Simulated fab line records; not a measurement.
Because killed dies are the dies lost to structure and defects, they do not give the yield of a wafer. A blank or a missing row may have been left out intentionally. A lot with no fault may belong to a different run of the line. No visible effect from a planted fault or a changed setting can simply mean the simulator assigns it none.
8D (eight disciplines) problem report, filled in by code :: flow n5_finfet :: the parts of the form that need people (team, actions taken, sign-off) are left out

## 1. THE PROBLEM
N5_BEOL_M6_INSPECT_13, raw_defect_count: mean 1173 over 1 wafer from 1 lot; wafers with no fault: 417, standard deviation 95. Measured from the usual mean, that is +8.0 standard deviations.
The step: inspects for defects (brightfield).
Earliest sighting: wafer L479.4 on defect_inspect-02 at day 12 09:55. The record has a number at this step for 30 wafers belonging to 10 lots. Rule for "out", or "out of limits": more than 4 standard deviations from the usual mean. Any other wafer with a number is counted as sound.

## 2. WHAT IT IS, AND WHAT IT ISN'T
question: which readings at this step
is: raw_defect_count
is not: -

question: which lots
is: L479
is not: L465, L468, L470, L471, L473, L483, L484, L485, L486

question: which wafers of those lots
is: L479.4
is not: L479.1, L479.3

question: read on which gauges
is: defect_inspect-02
is not: defect_inspect-01

question: when
is: from day 12 09:55
is not: up to then (17 sound wafers); but 12 sound wafers of L483, L484, L485, L486 came after

## 3. WHAT RULES OUT EACH SUSPECT
Counting: a tool at a process step up to the reading stays a suspect if it ran every lot that is out. Sound lots after the first of them don't rule it out here, since some wafers of a struck lot are sound.
- the gauge at N5_BEOL_M6_INSPECT_13: ruled out. All the wafers that are out were read on defect_inspect-02, but those of them that N5_PASSIVATION_PROBE_49 has rows for are out there too, on other tools.
- cvd_co-02 at N5_BEOL_M5_PRE_CLEAN_77 (time 15 s): kept. It processed L479, the lot that is out, at day 12 07:52, and its most recent sound lot before then was L470 at day 10 06:08.
- pvd_sputter-01 at N5_BEOL_M6_HM_DEP_02 (deposits TiN, target thk 20 nm): kept. It processed L479, the lot that is out, at day 12 09:22, and its most recent sound lot before then was L470 at day 10 09:38.
After counting, cvd_co-02 at N5_BEOL_M5_PRE_CLEAN_77 and pvd_sputter-01 at N5_BEOL_M6_HM_DEP_02 remain.

## 4. THE CAUSE (what the simulator had put in)
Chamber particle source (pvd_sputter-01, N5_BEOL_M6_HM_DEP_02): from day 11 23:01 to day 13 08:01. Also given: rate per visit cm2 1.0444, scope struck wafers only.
This tool is one of the 2 suspects left after counting.

## 5. SEQUENCE OF EFFECTS, ordered by route
Rows list readings where the struck wafers' mean (over those with a number) sits beyond 3 standard deviations from the usual. Only readings for which the record gives a usual standard deviation are gone through. hours: the time from each lot's start at the first step in this table that gives one to its start at this step, as a median over the lots. sigmas: the change in usual standard deviations.
hours: 0
step: N5_BEOL_M6_INSPECT_13
reading: raw_defect_count
usual: 417
on struck wafers: 1173
change: +756
sigmas: +8.0

hours: 93
step: N5_PASSIVATION_PROBE_49
reading: defect_limited_yield
usual: 90.9 %
on struck wafers: 81.1
change: -9.8
sigmas: -7.0

hours: 93
step: N5_PASSIVATION_PROBE_49
reading: killed_at_M4_up
usual: 14
on struck wafers: 145
change: +131
sigmas: +25

hours: 93
step: N5_PASSIVATION_PROBE_49
reading: killed_dies
usual: 107
on struck wafers: 223
change: +116
sigmas: +6.8

hours: 93
step: N5_PASSIVATION_PROBE_49
reading: sort_bin_5_function
usual: 5.3 %
on struck wafers: 11.9
change: +6.6
sigmas: +6.9

hours: 93
step: N5_PASSIVATION_PROBE_49
reading: sort_n_pass
usual: 1073
on struck wafers: 957
change: -116
sigmas: -6.8

hours: 93
step: N5_PASSIVATION_PROBE_49
reading: sort_yield_pct
usual: 90.9 %
on struck wafers: 81.1
change: -9.8
sigmas: -6.5
Process steps it contains:
- N5_PASSIVATION_PROBE_49
At these later measuring or inspecting steps, every struck wafer for which the step has a row has a number for every such reading, and none has moved that far: N5_BEOL_M6_CD_MEAS_18.

## 6. HOW IT WOULD HAVE BEEN CAUGHT EARLIER
11 hours passed between the start of the fault at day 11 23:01 and the first reading out of limits at a measuring or inspecting step in this record, taken at day 12 09:55.
An alarm limit of 4 standard deviations would not have fired on the tool readings at N5_BEOL_M6_HM_DEP_02 for which the record gives a usual standard deviation, since none of them was out on any struck wafer.
Lots out: 1; all had begun N5_BEOL_M6_HM_DEP_02 on pvd_sputter-01 by day 12 09:55. A hold on the tool at that time would have spared none of them.
